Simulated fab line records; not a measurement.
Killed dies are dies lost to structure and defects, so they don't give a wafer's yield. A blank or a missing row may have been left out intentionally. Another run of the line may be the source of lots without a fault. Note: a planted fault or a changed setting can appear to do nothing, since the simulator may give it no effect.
Chamber matching || flow n5 finfet || rie diel-03 running N5_BEOL_M0_ETCH_138: 4 sister chambers
The step etches SiCN in CH3F/O2, target depth 12 nm, time 31.6 s. 20 wafers are shown with their chamber, then 10 later ones without.

WAFERS WITH THEIR CHAMBER
{"wafer": "L075.2", "chamber": 3, "drypump motor current A (A)": 5.4, "throttle valve pct (%)": 16.65, "showerhead plenum p Torr (Torr)": 1.96}
{"wafer": "L075.5", "chamber": 3, "drypump motor current A (A)": 5.4, "throttle valve pct (%)": 16.64, "showerhead plenum p Torr (Torr)": 1.96}
{"wafer": "L075.6", "chamber": 0, "drypump motor current A (A)": 6.4, "throttle valve pct (%)": 16.46, "showerhead plenum p Torr (Torr)": 2.00}
{"wafer": "L076.1", "chamber": 3, "drypump motor current A (A)": 5.4, "throttle valve pct (%)": 16.64, "showerhead plenum p Torr (Torr)": 1.96}
{"wafer": "L076.4", "chamber": 2, "drypump motor current A (A)": 5.6, "throttle valve pct (%)": 15.67, "showerhead plenum p Torr (Torr)": 2.03}
{"wafer": "L076.6", "chamber": 0, "drypump motor current A (A)": 6.4, "throttle valve pct (%)": 16.48, "showerhead plenum p Torr (Torr)": 2.00}
{"wafer": "L079.2", "chamber": 1, "drypump motor current A (A)": 5.1, "throttle valve pct (%)": 16.14, "showerhead plenum p Torr (Torr)": 2.05}
{"wafer": "L079.4", "chamber": 0, "drypump motor current A (A)": 6.4, "throttle valve pct (%)": 16.46, "showerhead plenum p Torr (Torr)": 2.00}
{"wafer": "L079.6", "chamber": 2, "drypump motor current A (A)": 5.7, "throttle valve pct (%)": 15.69, "showerhead plenum p Torr (Torr)": 2.03}
{"wafer": "L080.2", "chamber": 2, "drypump motor current A (A)": 5.6, "throttle valve pct (%)": 15.70, "showerhead plenum p Torr (Torr)": 2.02}
{"wafer": "L080.4", "chamber": 3, "drypump motor current A (A)": 5.4, "throttle valve pct (%)": 16.67, "showerhead plenum p Torr (Torr)": 1.96}
{"wafer": "L080.5", "chamber": 2, "drypump motor current A (A)": 5.6, "throttle valve pct (%)": 15.69, "showerhead plenum p Torr (Torr)": 2.02}
{"wafer": "L084.1", "chamber": 0, "drypump motor current A (A)": 6.4, "throttle valve pct (%)": 16.52, "showerhead plenum p Torr (Torr)": 1.99}
{"wafer": "L084.2", "chamber": 2, "drypump motor current A (A)": 5.6, "throttle valve pct (%)": 15.72, "showerhead plenum p Torr (Torr)": 2.02}
{"wafer": "L084.5", "chamber": 3, "drypump motor current A (A)": 5.4, "throttle valve pct (%)": 16.69, "showerhead plenum p Torr (Torr)": 1.96}
{"wafer": "L086.3", "chamber": 1, "drypump motor current A (A)": 5.1, "throttle valve pct (%)": 16.16, "showerhead plenum p Torr (Torr)": 2.04}
{"wafer": "L086.4", "chamber": 0, "drypump motor current A (A)": 6.3, "throttle valve pct (%)": 16.51, "showerhead plenum p Torr (Torr)": 1.99}
{"wafer": "L086.6", "chamber": 3, "drypump motor current A (A)": 5.4, "throttle valve pct (%)": 16.69, "showerhead plenum p Torr (Torr)": 1.95}
{"wafer": "L087.1", "chamber": 2, "drypump motor current A (A)": 5.6, "throttle valve pct (%)": 15.74, "showerhead plenum p Torr (Torr)": 2.02}
{"wafer": "L087.2", "chamber": 1, "drypump motor current A (A)": 5.1, "throttle valve pct (%)": 16.15, "showerhead plenum p Torr (Torr)": 2.04}

SIGNATURES (means of the wafers above)
{"reading": "drypump motor current A", "chamber 0": 6.380, "chamber 1": 5.100, "chamber 2": 5.617, "chamber 3": 5.400, "scatter within a chamber": 0.032}
{"reading": "throttle valve pct", "chamber 0": 16.4860, "chamber 1": 16.1500, "chamber 2": 15.7017, "chamber 3": 16.6633, "scatter within a chamber": 0.0239}
{"reading": "showerhead plenum p Torr", "chamber 0": 1.9960, "chamber 1": 2.0433, "chamber 2": 2.0233, "chamber 3": 1.9583, "scatter within a chamber": 0.00502}
Rule: distance of a wafer from a chamber = root of the sum over the readings of ((wafer's reading minus chamber's mean) / reading's scatter) squared. The wafer belongs to the nearest chamber; if the next one is less than 2 further off, it can't be placed. The scatter is the square root of a quotient: the sum, over the shown wafers, of each reading's squared deviation from its chamber's mean, divided by wafers minus chambers.

WAFERS WITHOUT THEIR CHAMBER
{"wafer": "L087.3", "drypump motor current A (A)": 5.4, "throttle valve pct (%)": 16.71, "showerhead plenum p Torr (Torr)": 1.95}
{"wafer": "L087.4", "drypump motor current A (A)": 6.4, "throttle valve pct (%)": 16.53, "showerhead plenum p Torr (Torr)": 1.99}
{"wafer": "L087.5", "drypump motor current A (A)": 6.4, "throttle valve pct (%)": 16.52, "showerhead plenum p Torr (Torr)": 1.99}
{"wafer": "L087.6", "drypump motor current A (A)": 5.4, "throttle valve pct (%)": 16.68, "showerhead plenum p Torr (Torr)": 1.95}
{"wafer": "L089.2", "drypump motor current A (A)": 5.4, "throttle valve pct (%)": 16.70, "showerhead plenum p Torr (Torr)": 1.95}
{"wafer": "L089.4", "drypump motor current A (A)": 5.6, "throttle valve pct (%)": 15.72, "showerhead plenum p Torr (Torr)": 2.02}
{"wafer": "L089.6", "drypump motor current A (A)": 5.1, "throttle valve pct (%)": 16.16, "showerhead plenum p Torr (Torr)": 2.04}
{"wafer": "L094.1", "drypump motor current A (A)": 6.4, "throttle valve pct (%)": 16.55, "showerhead plenum p Torr (Torr)": 1.99}
{"wafer": "L094.4", "drypump motor current A (A)": 5.6, "throttle valve pct (%)": 15.73, "showerhead plenum p Torr (Torr)": 2.02}
{"wafer": "L094.5", "drypump motor current A (A)": 5.1, "throttle valve pct (%)": 16.18, "showerhead plenum p Torr (Torr)": 2.04}

WHICH CHAMBER EACH WENT THROUGH
{"wafer": "L087.3", "from the rows above": 3, "in truth": 3}
{"wafer": "L087.4", "from the rows above": 0, "in truth": 0}
{"wafer": "L087.5", "from the rows above": 0, "in truth": 0}
{"wafer": "L087.6", "from the rows above": 3, "in truth": 3}
{"wafer": "L089.2", "from the rows above": 3, "in truth": 3}
{"wafer": "L089.4", "from the rows above": 2, "in truth": 2}
{"wafer": "L089.6", "from the rows above": 1, "in truth": 1}
{"wafer": "L094.1", "from the rows above": 0, "in truth": 0}
{"wafer": "L094.4", "from the rows above": 2, "in truth": 2}
{"wafer": "L094.5", "from the rows above": 1, "in truth": 1}
10 of 10 placed correctly. Number that these rows cannot place: 0. 0 placed wrongly.
